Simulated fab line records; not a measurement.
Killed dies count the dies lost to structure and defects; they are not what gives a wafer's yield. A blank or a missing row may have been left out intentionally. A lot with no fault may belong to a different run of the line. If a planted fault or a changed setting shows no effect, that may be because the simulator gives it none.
fab line records + flow nand-harc + part 2 of 2: steps 34 to 44 of 44
[record]
- lots = 5
- wafers = 15
- last-day = 28
route steps=1302 shown P_ZERO_WELL@55 P_STI@69
lots untouched by any fault: they come from a run of this same line in which no faults occurred
start-h: the number of hours between the record's first day and the start of the first shown wafer of the lot + wait-h: hours from the lot's prior step to this one + " identical to the entry in the row above + L1.1+2: several wafers, shown together as one row + - no value present, or no start provided + * or withheld: withheld + < > ~ a bound
route shown NAME@n: a module of which the file shows steps, and the number in the route of the first + usual: the fault-free wafers' mean and standard deviation + same: alike in all rows + chamber/n: place in a boat + sites: the reading at each site + _std_site: the values' standard deviation + _edge_site: the outer-site mean with the inner-site mean subtracted + radius-mm: for every site, how far away it sits from the centre of the wafer + mask NAME#n: copy n + behind: the last tool/chamber to shape the wafer + hold: the reason the lot was held/the length of the hold in hours/how it ended + device: the n, p or np transistor that did not switch + end of line: the route-end tests of the same wafers + where a step has no rows: the recipe by itself + killed: at the first sort, the dies lost to defects and structure; wafer yield is something else + map: the dies of a wafer, with x for killed, . for not killed, _ for no die there
set.NAME: the run value of the setting; set.NAME@STEP: its run value at that earlier step + model.NAME: the simulator's own value behind a step, which no gauge read
certain route steps with their lots: each step a table, each wafer a row
services: the hour from which a tool's chamber was out of use, counted from the record's first day as start-h (under 0 if before that day), plus the number of hours and why
[[steps]]
[step NHARC_P_STI_ETCH_42]
[recipe]
- target-depth-a = 800
- overetch-a = 240
- time-s = 61
- ion-energy-ev = 200
- n2-flow-sccm = 150
- h2-flow-sccm = 150
- ar-flow-sccm = 0
- rf-w = 400
- bias-w = 150
- chemistry = N2/H2
[usual]
- drypump-motor-current-A = 6.0/0.41
- oes-product-au = 0.996/0.011
- rf-fwd-power-W = 396.0/1.4
- rf-vpp-V = 429.8/1.9
- showerhead-plenum-p-Torr = 2.02/0.065
- throttle-valve-pct = 14.171/0.0095
[same]
- time-s = 61
| lot.wafer | tool        | chamber | start-h | wait-h | drypump-motor-current-A | oes-product-au | rf-fwd-power-W | rf-hours-counter-h | rf-vpp-V | showerhead-plenum-p-Torr | throttle-valve-pct |
|-----------|-------------|---------|---------|--------|-------------------------|----------------|----------------|--------------------|----------|--------------------------|--------------------|
| L074.2    | rie-diel-06 | 0       | 44.73   | 0.1    | 6.0                     | 0.975          | 394.5          | 3                  | 431.7    | 2.07                     | 14.171             |
| L074.1    | "           | 1       | "       | "      | 6.2                     | 1.010          | 394.6          | 4                  | 430.5    | 2.02                     | 14.179             |
| L074.4    | "           | 2       | "       | "      | 6.2                     | 0.999          | 395.5          | 4                  | 428.4    | 1.93                     | 14.160             |
| L077.4    | rie-diel-10 | 0       | 76.08   | 0.1    | 6.1                     | 1.004          | 396.3          | 1                  | 430.7    | 2.07                     | 14.167             |
| L077.3    | "           | 1       | "       | "      | 5.7                     | 0.999          | 394.9          | 1                  | 428.8    | 1.98                     | 14.178             |
| L077.2    | "           | 3       | "       | "      | 6.3                     | 0.992          | 397.7          | 0                  | 428.6    | 1.98                     | 14.166             |
| L078.1    | rie-diel-06 | 3       | 82.63   | 0.1    | 6.3                     | 0.999          | 393.5          | 4                  | 431.1    | 2.11                     | 14.174             |
| L078.3    | "           | 0       | "       | "      | 6.0                     | 0.986          | 396.1          | 6                  | 431.2    | 2.07                     | 14.168             |
| L078.6    | "           | 2       | "       | "      | 6.2                     | 0.995          | 394.8          | -                  | 425.7    | 1.93                     | 14.161             |
| L080.1    | rie-diel-07 | 1       | 103.90  | 0.1    | 6.1                     | 0.975          | 394.7          | 11                 | 426.7    | 1.93                     | 14.161             |
| L080.2    | "           | 3       | "       | "      | 5.4                     | 1.008          | 397.3          | 9                  | 431.0    | 2.06                     | 14.161             |
| L080.3    | "           | 0       | "       | "      | 5.9                     | 0.975          | 394.5          | 8                  | 429.9    | 2.05                     | 14.170             |
| L085.3    | rie-diel-07 | 1       | 155.55  | 0.1    | 6.2                     | 1.007          | 395.2          | 2                  | 427.0    | 1.93                     | 14.159             |
| L085.2    | "           | 2       | "       | "      | 6.5                     | 1.014          | 395.7          | 1                  | 433.2    | 2.15                     | 14.164             |
| L085.5    | "           | 0       | "       | "      | 5.9                     | 0.993          | 394.2          | -                  | 430.9    | 2.05                     | 14.167             |
[step NHARC_P_STI_ETCH_31]
[recipe]
- target-depth-a = 1089
- time-s = 54.5
- cf4-flow-sccm = 100
- chf3-flow-sccm = 30
- ar-flow-sccm = 0
- rf-w = 500
- bias-w = 200
- chemistry = CF4/CHF3
[usual]
- drypump-motor-current-A = 5.9/0.45
- oes-product-au = 0.959/0.017
- rf-fwd-power-W = 494.6/2
- rf-vpp-V = 369.9/1.9
- showerhead-plenum-p-Torr = 1.56/0.047
- throttle-valve-pct = 16.800/0.01
[same]
- time-s = 54.5
| lot.wafer | tool        | chamber | start-h | wait-h | drypump-motor-current-A | oes-product-au | rf-fwd-power-W | rf-hours-counter-h | rf-vpp-V | showerhead-plenum-p-Torr | throttle-valve-pct |
|-----------|-------------|---------|---------|--------|-------------------------|----------------|----------------|--------------------|----------|--------------------------|--------------------|
| L074.2    | rie-diel-06 | 0       | -       | -      | 6.0                     | 0.953          | 493.6          | 3                  | 370.9    | 1.59                     | 16.820             |
| L074.4    | "           | 1       | "       | "      | 6.2                     | 0.973          | 494.3          | 4                  | 368.0    | 1.56                     | 16.796             |
| L074.1    | "           | 2       | "       | "      | 6.2                     | 0.959          | 491.8          | 4                  | 368.2    | 1.49                     | 16.813             |
| L077.4    | rie-diel-10 | 2       | -       | -      | 4.9                     | 0.943          | 495.4          | 0                  | 368.2    | 1.51                     | 16.796             |
| L077.2    | "           | 3       | "       | "      | 6.4                     | 0.955          | 494.0          | 0                  | 368.7    | 1.53                     | 16.801             |
| L077.3    | "           | 1       | "       | "      | 5.6                     | 0.952          | 494.5          | 1                  | 367.8    | 1.53                     | 16.809             |
| L078.1    | rie-diel-06 | 3       | -       | -      | 6.3                     | 0.976          | 494.1          | 4                  | 371.3    | 1.62                     | 16.780             |
| L078.3    | "           | 1       | "       | "      | 6.2                     | 0.973          | 495.5          | 6                  | 369.0    | 1.56                     | 16.809             |
| L078.6    | "           | 0       | "       | "      | 6.0                     | 0.962          | 494.4          | -                  | 370.1    | 1.59                     | 16.829             |
| L080.1    | rie-diel-07 | 3       | -       | -      | 5.5                     | 0.979          | 495.2          | 9                  | 370.1    | 1.59                     | 16.779             |
| L080.3    | "           | 1       | "       | "      | 6.2                     | 0.942          | 495.2          | 11                 | 365.8    | 1.50                     | 16.808             |
| L080.2    | "           | 2       | "       | "      | 6.5                     | 0.975          | 495.7          | 11                 | 373.2    | 1.66                     | 16.812             |
| L085.3    | rie-diel-07 | 0       | -       | -      | 5.9                     | 0.952          | 491.5          | 1                  | 371.7    | 1.58                     | 16.799             |
| L085.2    | "           | 1       | "       | "      | 6.2                     | 0.967          | 493.3          | 2                  | 367.7    | 1.50                     | 16.794             |
| L085.5    | "           | 0       | "       | "      | 5.9                     | 0.960          | 491.7          | -                  | 370.7    | 1.58                     | 16.805             |
[step NHARC_P_STI_ETCH_15]
[recipe]
- target-depth-a = 3000
- taper-deg = 4
- time-s = 100.1
- hbr-flow-sccm = 150
- cl2-flow-sccm = 50
- rf-w = 400
- icp-w = 400
- bias-w = 100
- chemistry = HBr/Cl2
[usual]
- drypump-motor-current-A = 5.6/0.42
- oes-product-au = 1.002/0.012
- rf-fwd-power-W = 397.7/1.4
- throttle-valve-pct = 26.408/0.0088
[same]
- time-s = 100.1
| lot.wafer | tool      | chamber | start-h | wait-h | drypump-motor-current-A | oes-product-au | rf-fwd-power-W | rf-hours-counter-h | throttle-valve-pct |
|-----------|-----------|---------|---------|--------|-------------------------|----------------|----------------|--------------------|--------------------|
| L074.2    | rie-si-05 | 1       | 44.93   | -      | 5.7                     | 0.979          | 395.9          | 0.4                | 26.411             |
| L074.4    | "         | 2       | "       | "      | 5.7                     | 1.007          | 397.5          | 0.5                | 26.400             |
| L074.1    | "         | 3       | "       | "      | 5.5                     | 1.021          | 399.7          | 0.6                | 26.420             |
| L077.2    | rie-si-05 | 2       | 76.27   | -      | 5.7                     | 1.014          | 399.4          | 0.7                | 26.408             |
| L077.3    | "         | 0       | "       | "      | 4.9                     | 0.993          | 399.3          | 0.7                | 26.407             |
| L077.4    | "         | 1       | "       | "      | 5.6                     | 1.007          | 395.0          | 0.7                | 26.418             |
| L078.1    | rie-si-02 | 0       | 82.82   | -      | 5.9                     | 1.005          | 394.6          | 1.0                | 26.413             |
| L078.3    | "         | 3       | "       | "      | 5.9                     | 1.008          | 397.0          | 1.0                | 26.401             |
| L078.6    | "         | 0       | "       | "      | 6.0                     | 1.008          | 395.2          | -                  | 26.387             |
| L080.2    | rie-si-05 | 3       | 104.09  | -      | 5.5                     | 1.015          | 399.9          | 1.0                | 26.414             |
| L080.3    | "         | 0       | "       | "      | 4.9                     | 0.992          | 398.1          | 0.9                | 26.427             |
| L080.1    | "         | 1       | "       | "      | 5.7                     | 0.997          | 397.1          | 0.9                | 26.418             |
| L085.2    | rie-si-06 | 0       | 155.76  | -      | 5.5                     | 0.980          | 398.6          | 0.4                | 26.409             |
| L085.3    | "         | 1       | "       | "      | 4.8                     | 1.005          | 397.2          | 0.4                | 26.402             |
| L085.5    | "         | 3       | "       | "      | 6.0                     | 1.011          | 397.3          | -                  | 26.420             |
[step NHARC_P_STI_CD_MEAS_16]
[usual]
- cd-nm = 199/4.2
| lot.wafer | tool      | chamber | start-h | wait-h | cd-nm |
|-----------|-----------|---------|---------|--------|-------|
| L074.1    | cd-sem-03 | -       | 45.07   | -      | 198   |
| L074.2    | "         | -       | "       | "      | 200   |
| L074.4    | "         | -       | "       | "      | 196   |
| L077.2    | cd-sem-01 | -       | 76.43   | -      | 200   |
| L077.3    | "         | -       | "       | "      | 206   |
| L077.4    | "         | -       | "       | "      | 199   |
| L078.1    | cd-sem-02 | -       | 82.98   | -      | 198   |
| L078.3    | "         | -       | "       | "      | 197   |
| L078.6    | "         | -       | "       | "      | 191   |
| L080.1    | cd-sem-01 | -       | 104.25  | -      | 201   |
| L080.2    | "         | -       | "       | "      | 204   |
| L080.3    | "         | -       | "       | "      | 207   |
| L085.2    | cd-sem-03 | -       | 155.90  | -      | 203   |
| L085.3    | "         | -       | "       | "      | 199   |
| L085.5    | "         | -       | "       | "      | 199   |
[step NHARC_P_STI_OCD_MEAS_17]
[usual]
- trench-depth-nm = 301/5.4
- trench-foot-cd-nm = 157/3.9
| lot.wafer | tool   | chamber | start-h | wait-h | trench-depth-nm | trench-foot-cd-nm |
|-----------|--------|---------|---------|--------|-----------------|-------------------|
| L074.1    | ocd-02 | -       | 45.16   | 0.1    | 312             | 155               |
| L074.2    | "      | -       | "       | "      | 294             | 160               |
| L074.4    | "      | -       | "       | "      | 302             | 154               |
| L077.2    | ocd-01 | -       | 76.52   | 0.1    | 303             | 157               |
| L077.3    | "      | -       | "       | "      | 296             | 162               |
| L077.4    | "      | -       | "       | "      | 302             | 158               |
| L078.1    | ocd-02 | -       | 83.07   | 0.1    | 304             | 160               |
| L078.3    | "      | -       | "       | "      | 307             | 154               |
| L078.6    | "      | -       | "       | "      | 302             | 153               |
| L080.1    | ocd-02 | -       | 104.34  | 0.1    | 300             | 159               |
| L080.2    | "      | -       | "       | "      | 309             | 161               |
| L080.3    | "      | -       | "       | "      | 295             | 168               |
| L085.2    | ocd-01 | -       | 155.98  | 0.1    | 291             | 162               |
| L085.3    | "      | -       | "       | "      | 303             | 156               |
| L085.5    | "      | -       | "       | "      | 305             | 158               |
[step NHARC_P_STI_STRIP_19]
[recipe]
- time-s = 900
- temp-c = 130
- chemistry = SPM
[same]
- time-s = 900
| lot.wafer  | tool         | chamber | start-h | wait-h |
|------------|--------------|---------|---------|--------|
| L074.2+4+1 | wet-bench-05 | 3,4,5   | 45.23   | 0.1    |
| L077.4+3+2 | wet-bench-06 | 2,3,6   | 76.58   | 0.1    |
| L078.1+6+3 | wet-bench-05 | 5,6,0   | 83.14   | 0.1    |
| L080.1+3+2 | wet-bench-05 | 6,1,3   | 104.40  | 0.1    |
| L085.3+2+5 | wet-bench-06 | 5,0,1   | 156.05  | 0.1    |
[step NHARC_P_STI_PRECLEAN_32]
[recipe]
- time-s = *
- temp-c = 50
- bath-age-min = 0
- chemistry = SC1
[same]
- time-s = *
| lot.wafer  | tool         | chamber | start-h | wait-h |
|------------|--------------|---------|---------|--------|
| L074.2+4+1 | wet-bench-05 | 3,4,5   | -       | -      |
| L077.4+3+2 | wet-bench-06 | 2,3,6   | -       | -      |
| L078.1+6+3 | wet-bench-05 | 5,6,0   | -       | -      |
| L080.1+3+2 | wet-bench-05 | 6,1,3   | -       | -      |
| L085.3+2+5 | wet-bench-06 | 5,0,1   | -       | -      |
[step NHARC_P_STI_SRD_23]
| lot.wafer  | tool         | chamber | start-h | wait-h |
|------------|--------------|---------|---------|--------|
| L074.2+4+1 | wet-bench-05 | 3,4,5   | -       | -      |
| L077.4+3+2 | wet-bench-06 | 2,3,6   | -       | -      |
| L078.1+6+3 | wet-bench-05 | 5,6,0   | -       | -      |
| L080.1+3+2 | wet-bench-05 | 6,1,3   | -       | -      |
| L085.3+2+5 | wet-bench-06 | 5,0,1   | -       | -      |
[step NHARC_P_STI_OCD_MEAS_43]
[usual]
- trench-depth-nm = 301/5.4
- trench-foot-cd-nm = 157/3.9
| lot.wafer | tool   | chamber | start-h | wait-h | trench-depth-nm | trench-foot-cd-nm |
|-----------|--------|---------|---------|--------|-----------------|-------------------|
| L074.1    | ocd-01 | -       | 45.67   | -      | 311             | 155               |
| L074.2    | "      | -       | "       | "      | 295             | 160               |
| L074.4    | "      | -       | "       | "      | 302             | 153               |
| L077.2    | ocd-02 | -       | 77.03   | -      | 304             | 157               |
| L077.3    | "      | -       | "       | "      | 296             | 163               |
| L077.4    | "      | -       | "       | "      | 302             | 158               |
| L078.1    | ocd-01 | -       | 83.57   | -      | 304             | 159               |
| L078.3    | "      | -       | "       | "      | 307             | 154               |
| L078.6    | "      | -       | "       | "      | 302             | 153               |
| L080.1    | ocd-01 | -       | 104.86  | -      | 301             | 159               |
| L080.2    | "      | -       | "       | "      | 309             | 161               |
| L080.3    | "      | -       | "       | "      | 295             | 168               |
| L085.2    | ocd-02 | -       | 156.58  | -      | 291             | 162               |
| L085.3    | "      | -       | "       | "      | 303             | 156               |
| L085.5    | "      | -       | "       | "      | 306             | 158               |
[step NHARC_P_STI_OXIDE_33]
[recipe]
- target-thk-a = 100
- temp-c = 1000
- ox-time-s = 281
- material = SiO2
| lot.wafer  | tool       | chamber | start-h | wait-h |
|------------|------------|---------|---------|--------|
| L074.1+2+4 | furnace-06 | 0       | 49.20   | 3.5    |
| L077.2+3+4 | furnace-03 | 0       | 80.72   | 3.7    |
| L078.1+3+6 | furnace-05 | 0       | 86.56   | 3.0    |
| L080.1+2+3 | furnace-03 | 0       | 112.02  | 7.2    |
| L085.2+3+5 | furnace-06 | 0       | 160.11  | 3.5    |
[step NHARC_P_STI_HDPCVD_20]
[recipe]
- target-thk-a = withheld
- sigma-open-frac = withheld
- material = SiO2
| lot.wafer  | tool      | chamber | start-h | wait-h |
|------------|-----------|---------|---------|--------|
| L074.2+1+4 | hdpcvd-01 | 1,0,1   | 53.96   | 0.4    |
| L077.2+3+4 | hdpcvd-01 | 1,0,1   | 85.45   | 0.5    |
| L078.1+3+6 | hdpcvd-01 | 1       | 91.20   | 0.4    |
| L080.1+2+3 | hdpcvd-01 | 1,0,1   | 116.68  | 0.4    |
| L085.2+3+5 | hdpcvd-01 | 1,1,0   | 164.93  | 0.5    |
[[services]]
| tool           | chamber | start-h | hours | kind   |
|----------------|---------|---------|-------|--------|
| hdpcvd-01      | -       | 4.00    | 13.0  | pm     |
| rie-diel-06    | 3       | 6.39    | 26.3  | repair |
| rtp-anneal-02  | -       | 12.00   | 12.0  | pm     |
| wet-bench-06   | -       | 17.65   | 8.0   | pm     |
| lpcvd-01       | -       | 26.00   | 26.0  | pm     |
| rie-diel-02    | -       | 40.35   | 9.0   | pm     |
| hdpcvd-01      | -       | 44.23   | 2.5   | repair |
| wet-bench-04   | -       | 51.20   | 8.0   | pm     |
| litho-track-02 | -       | 52.00   | 7.0   | pm     |
| wet-bench-09   | -       | 64.19   | 1.3   | repair |
| rie-diel-10    | -       | 65.50   | 9.0   | pm     |
| wet-bench-02   | -       | 68.00   | 8.0   | pm     |
| litho-track-07 | -       | 76.00   | 7.0   | pm     |
| wet-bench-05   | -       | 84.80   | 8.0   | pm     |
| rie-diel-07    | -       | 86.07   | 1.1   | repair |
| krf-scanner-02 | -       | 94.00   | 4.0   | pm     |
| litho-track-03 | -       | 100.00  | 7.0   | pm     |
| implanter-01   | -       | 108.31  | 9.5   | repair |
| wet-bench-05   | -       | 108.72  | 5.6   | repair |
| rie-diel-07    | -       | 117.27  | 9.0   | pm     |
| litho-track-05 | -       | 124.00  | 7.0   | pm     |
| rie-diel-06    | -       | 130.22  | 9.0   | pm     |
| hdpcvd-01      | -       | 139.55  | 2.3   | repair |
| rie-diel-06    | 0       | 140.06  | 21.7  | repair |
